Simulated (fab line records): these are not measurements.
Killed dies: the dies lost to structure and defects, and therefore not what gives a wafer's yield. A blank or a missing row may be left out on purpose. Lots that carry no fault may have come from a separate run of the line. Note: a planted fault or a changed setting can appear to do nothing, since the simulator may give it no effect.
Matching of chambers    flow nand_harc    NHARC_A_STAIRCASE_ALD_420 on ald_hk-04 has 4 sister chambers
The step deposits SiO2, target thk 20 nm, pulse time 6 s, ald cycles 200. 24 wafers are shown with their chamber, then 12 later ones without.

== WAFERS PAIRED WITH THEIR CHAMBERS ==
wafer   chamber  heater_power_w (W)  precursor_pulse_height_rel
L075.2  2        672                 0.984
L075.3  3        454                 1.006
L075.5  2        674                 1.010
L079.1  3        442                 1.012
L079.4  2        656                 0.998
L079.6  3        440                 0.972
L082.1  0        469                 0.980
L082.3  3        439                 0.975
L082.6  0        457                 1.020
L083.3  3        437                 1.025
L083.4  1        522                 0.996
L083.5  1        514                 0.993
L085.1  2        654                 1.000
L085.3  0        465                 0.988
L085.6  3        428                 1.029
L084.2  1        501                 1.001
L084.5  3        431                 1.037
L084.6  0        469                 0.985
L087.4  0        455                 0.986
L087.5  0        471                 1.006
L087.6  1        523                 1.000
L089.1  2        648                 0.965
L089.2  3        433                 0.984
L089.3  0        461                 1.025

SIGNATURES (averages over the wafers above)
reading                     chamber 0  chamber 1  chamber 2  chamber 3  scatter within a chamber
heater_power_w              463.86     515.00     660.80     438.00     8.76
precursor_pulse_height_rel  0.99857    0.99750    0.99140    1.00500    0.0197
Rule: distance of a wafer from a chamber = root of the sum over the readings of ((wafer's reading minus chamber's mean) / reading's scatter) squared. If the next closest chamber is less than 2 further off than the closest, the wafer can't be placed; otherwise it belongs to the closest. How the scatter is found: for the shown wafers, subtract from each reading the mean of its chamber, square and add these, divide the total by (wafers less chambers), then take the root.

== WAFERS MISSING THEIR CHAMBER ==
wafer   heater_power_w (W)  precursor_pulse_height_rel
L090.1  450                 0.984
L090.4  651                 0.986
L090.5  627                 1.017
L088.2  632                 0.984
L088.5  457                 1.029
L088.6  517                 0.971
L091.2  468                 1.012
L091.4  436                 1.005
L091.5  441                 0.997
L095.1  652                 1.023
L095.2  461                 1.020
L095.5  441                 0.990

== CHAMBER TAKEN BY EACH ==
wafer   from the rows above      in truth
L090.1  can't be placed: 3 or 0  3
L090.4  2                        2
L090.5  2                        2
L088.2  2                        2
L088.5  can't be placed: 0 or 3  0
L088.6  1                        1
L091.2  0                        0
L091.4  3                        3
L091.5  3                        3
L095.1  2                        2
L095.2  can't be placed: 0 or 3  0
L095.5  can't be placed: 3 or 0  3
Correct placement for 8 of the 12. These rows do not allow placing 4 (true chamber among the candidates in 4). Number placed wrongly: 0.
